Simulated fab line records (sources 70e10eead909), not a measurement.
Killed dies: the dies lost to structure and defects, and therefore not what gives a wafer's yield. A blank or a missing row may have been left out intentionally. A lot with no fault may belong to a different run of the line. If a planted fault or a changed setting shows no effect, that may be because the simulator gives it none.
A struck lot beside a sound one ; flow nand harc ; 15 steps out of a route of 1302
Sound: wafers L826.1, L826.2, L826.6. Struck: wafer L838.3. (L838.1, L838.5 of the same lot were not struck and are left out.) The cause comes at the end.
Per side, at each step with rows, come the tool, then ch with its chambers, and then its first start. Under that, the readings that differ: sound wafers ; struck wafers ; difference of the means ; sigmas: that difference in standard deviations of wafers without a fault.
alike: readings with means less than 2 such deviations apart, plus words and numbers identical on both sides. not compared: withheld readings, readings lacking a value on some wafer, bounds such as >300 that could conceal the same value, and numbers that have no deviation in the record and whose values overlap.
A row with sigmas, a row that says differs or no value, or rows on one side alone: a step with any of these is where the two part. Numbers that don't overlap but have no deviation are shown without sigmas and don't part them. A reading missing from all wafers of one side parts the sides only when that side holds two or more wafers.

first, 2 steps without rows for these wafers: NHARC_A_DECK1_JOINT_ANNEAL_28 (time 1800 s); NHARC_A_DECK1_JOINT_ANNEAL_29 (time 1800 s).
NHARC_A_DECK1_JOINT_CMP_02: polishes SiOx.
  sound on cmp-04 ch 1,3, day 13 03:54; struck on cmp-02 ch 0, day 18 06:03
  alike: motor current A
next, for these wafers, 1 step has no rows: NHARC_A_DECK1_JOINT_SRD_15.
NHARC_A_DECK1_JOINT_DEP_16: deposits SiO2, target thk 45 nm.
  sound on pecvd-04 ch 0,1,2, day 13 04:20; struck on pecvd-03 ch 2, day 18 06:35
  alike: flow sccm, heater power w, mfc precursor sccm, throttle valve pct
NHARC_A_DECK1_JOINT_THK_MEAS_17: measures by ellipsometry.
  sound on film metro-01 at day 13 04:35; struck on film metro-01 at day 18 06:52
  alike: thk nm
NHARC_A_DECK1_JOINT_INSPECT_05:
  sound on defect inspect-02 at day 13 04:38; struck on defect inspect-01 at day 18 06:54
  alike: raw defect count
then NHARC_A_ONON_D2_DEP_00 (target thk 1000 nm), 1 step lacking rows for these wafers.
NHARC_A_ONON_D2_THK_MEAS_02: measures by ellipsometry.
  sound on film metro-02 at day 13 05:23; struck on film metro-02 at day 18 07:29
  alike: thk nm
then NHARC_A_ONON_D2_DEP_03 (target thk 1000 nm), 1 step lacking rows for these wafers.
NHARC_A_ONON_D2_THK_MEAS_05: measures by ellipsometry.
  sound on film metro-02 at day 13 05:56; struck on film metro-02 at day 18 08:03
  alike: thk nm
NHARC_A_ONON_D2_DEP_06: target thk 1000 nm.
  sound on pecvd onon-02 ch 0, day 13 06:00; struck on pecvd onon-04 ch 0, day 18 08:06
  alike: n2 flow sccm, sih4 flow sccm
NHARC_A_ONON_D2_THK_MEAS_08: measures by ellipsometry.
  sound on film metro-02 at day 13 06:31; struck on film metro-02 at day 18 08:37
reading;sound;struck;difference;sigmas
thk nm (nm);1001 1002 1004;635;-367;-31
then NHARC_A_ONON_D2_DEP_09 (target thk 1000 nm), 1 step lacking rows for these wafers.
-- break in the record here, with 12 days between the starts of the struck wafers on either side (left off in module A_ONON_D2, picked up again in module END, where the first step shown is number 1302 on the route) --
NHARC_END_SORT_01:
  sound on prober-02 ch 0, day 26 02:18; struck on prober-01 ch 0, day 29 23:50
reading;sound;struck;difference;sigmas
killed at array;48 48 39;675;+630;+39
killed at other;3 2 1;0;-2;-2
killed dies;54 54 42;677;+627;+39
  alike: killed at periphery, killed open, killed short

WHERE THEY PART
First at NHARC_A_ONON_D2_THK_MEAS_08; last, within this record, at NHARC_END_SORT_01.

WHY: what had been put in by the simulator
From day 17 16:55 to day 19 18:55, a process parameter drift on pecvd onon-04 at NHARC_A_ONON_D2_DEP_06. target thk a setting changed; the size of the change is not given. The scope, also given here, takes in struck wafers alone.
